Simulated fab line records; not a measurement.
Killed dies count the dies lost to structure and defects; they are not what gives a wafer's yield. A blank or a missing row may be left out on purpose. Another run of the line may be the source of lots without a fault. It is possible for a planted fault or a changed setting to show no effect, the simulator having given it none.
One fault through the eyes of 2 desks / flow n5-finfet / each desk has only its own numbers; what lay behind them comes last

AT THE TOOL OWNER'S DESK: ald-hk-02
The tool's own readings at N5_HKMG_FIN_ALD_74 (deposits La2O3, target thk 0.5 nm, pulse time 6 s, co reactant pulse time 1 s): means of the sampled wafers that have a number, for each lot that ran on this tool. Any lot whose mean is over 4 standard deviations away from the usual mean is out of limits and marked OUT; that distance is given in the brackets.
Columns: A = heater-power-w at N5_HKMG_FIN_ALD_74, usual 351 W; B = precursor-pulse-height-rel at N5_HKMG_FIN_ALD_74, usual 1.000
lot=L947; first seen here=day 5 14:24; A=387; B=0.988
lot=L955; first seen here=day 7 10:31; A=342; B=0.983
This desk's verdict: no lot among the 2 shows anything out of limits.

THE METROLOGY DESK
What the gauges read for every lot (on any tool): the sampled wafers with a number, averaged. Any lot whose mean is over 4 standard deviations away from the usual mean is out of limits and marked OUT; that distance is given in the brackets. Readings shown: 7 out of 15 (the first out of limits, and those lying furthest out on some lot).
Columns: A = IOFF_P at N5_BEOL_M4_RC_MEAS_101, usual 0.21 nA/um; B = IOFF_P_85C at N5_BEOL_M4_RC_MEAS_101, usual 3.7 nA/um; C = IOFF_P_LIN at N5_BEOL_M4_RC_MEAS_101, usual 0.100 nA/um; D = IOFF_P_LONG at N5_BEOL_M4_RC_MEAS_101, usual 0.000103 nA/um; E = VT_N_LVT at N5_BEOL_M4_RC_MEAS_101, usual 99 mV; F = VT_P at N5_BEOL_M4_RC_MEAS_101, usual -251 mV; G = VT_P_LONG at N5_BEOL_M4_RC_MEAS_101, usual -276 mV
lot=L947; first seen here=day 10 00:46; A=0.19; B=3.4; C=0.090; D=0.000095; E=97; F=-252; G=-278
lot=L952; first seen here=day 10 22:32; A=0.20; B=3.5; C=0.099; D=0.000103; E=98; F=-252; G=-275
lot=L955; first seen here=day 11 23:21; A=1.16 (+17) OUT; B=14.2 (+13) OUT; C=0.517 (+21) OUT; D=0.000387 (+26) OUT; E=121 (+6.2) OUT; F=-226 (+5.7) OUT; G=-252 (+6.8) OUT
This desk finds L955 out of limits, with the earliest case on L955 at day 11 23:21 (IOFF_P at N5_BEOL_M4_RC_MEAS_101). L947, L952: within limits.

TAKEN TOGETHER
At day 11 23:21 the metrology desk could have sounded an alarm, on L955.
Nothing out of limits was seen by the tool owner's desk.
On record at the tool owner's desk: L955, within its limits.
On ald-hk-02, each named lot ran N5_HKMG_FIN_ALD_74.

WHAT WAS PUT IN BY THE SIMULATOR
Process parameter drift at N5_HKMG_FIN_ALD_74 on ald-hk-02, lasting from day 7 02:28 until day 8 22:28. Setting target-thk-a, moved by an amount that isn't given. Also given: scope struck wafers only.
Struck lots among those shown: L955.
Time in hours between the start of the fault and the first out-of-limits reading at each desk: metrology desk, 117.
